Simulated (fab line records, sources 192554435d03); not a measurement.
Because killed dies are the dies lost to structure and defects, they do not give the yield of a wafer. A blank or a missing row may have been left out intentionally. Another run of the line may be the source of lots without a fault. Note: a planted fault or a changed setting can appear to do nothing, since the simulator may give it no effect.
Matching of chambers + flow n5_finfet + ald_sin-02 running N5_BEOL_M0_SAQP_SPACER1_ALD_98: 4 sister chambers
The step deposits SiO2, target thk 12.8 nm, pulse time 1 s, purge time 2 s. 16 wafers are shown with their chamber, then 7 later ones without.

EACH WAFER AND ITS CHAMBER
| wafer  | chamber | heater_power_w (W) | precursor_pulse_height_rel |
|--------|---------|--------------------|----------------------------|
| L336.1 | 2       | 462                | 1.003                      |
| L336.2 | 3       | 514                | 0.989                      |
| L336.5 | 1       | 433                | 0.982                      |
| L346.1 | 3       | 502                | 1.000                      |
| L346.2 | 2       | 471                | 0.993                      |
| L346.3 | 0       | 475                | 0.995                      |
| L345.2 | 2       | 471                | 0.999                      |
| L345.5 | 1       | 438                | 1.028                      |
| L345.6 | 2       | 480                | 0.995                      |
| L348.3 | 1       | 451                | 0.999                      |
| L348.6 | 0       | 489                | 0.955                      |
| L352.3 | 0       | 487                | 0.997                      |
| L352.4 | 3       | 511                | 0.995                      |
| L352.5 | 1       | 435                | 0.983                      |
| L353.1 | 2       | 470                | 0.985                      |
| L353.2 | 0       | 470                | 1.003                      |

SIGNATURES (means of the wafers above)
| reading                    | chamber 0 | chamber 1 | chamber 2 | chamber 3 | scatter within a chamber |
|----------------------------|-----------|-----------|-----------|-----------|--------------------------|
| heater_power_w             | 480.25    | 439.25    | 470.80    | 509.00    | 7.6                      |
| precursor_pulse_height_rel | 0.98750   | 0.99800   | 0.99500   | 0.99467   | 0.016                    |
Rule: a wafer lies at a distance from a chamber equal to the root of the sum of squares, over the readings, of (its reading less the chamber's mean, divided by the reading's scatter). If the next closest chamber is less than 2 further off than the closest, the wafer can't be placed; otherwise it belongs to the closest. The scatter is the square root of a quotient: the sum, over the shown wafers, of each reading's squared deviation from its chamber's mean, divided by wafers minus chambers.

WAFERS MISSING THEIR CHAMBER
| wafer  | heater_power_w (W) | precursor_pulse_height_rel |
|--------|--------------------|----------------------------|
| L353.4 | 438                | 0.960                      |
| L354.1 | 497                | 0.995                      |
| L354.4 | 473                | 0.990                      |
| L354.5 | 518                | 0.984                      |
| L356.2 | 519                | 1.012                      |
| L356.3 | 480                | 0.990                      |
| L356.6 | 515                | 0.982                      |

WHICH CHAMBER EACH ONE RAN IN
| wafer  | from the rows above          | in truth |
|--------|------------------------------|----------|
| L353.4 | 1                            | 1        |
| L354.1 | can't be placed: 3 or 0 or 2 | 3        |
| L354.4 | can't be placed: 2 or 0      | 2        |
| L354.5 | 3                            | 3        |
| L356.2 | 3                            | 3        |
| L356.3 | can't be placed: 0 or 2      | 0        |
| L356.6 | 3                            | 3        |
Correctly placed: 4 of 7. From these rows, 3 cannot be placed; in 3 the true chamber is one of the candidates. Number placed wrongly: 0.
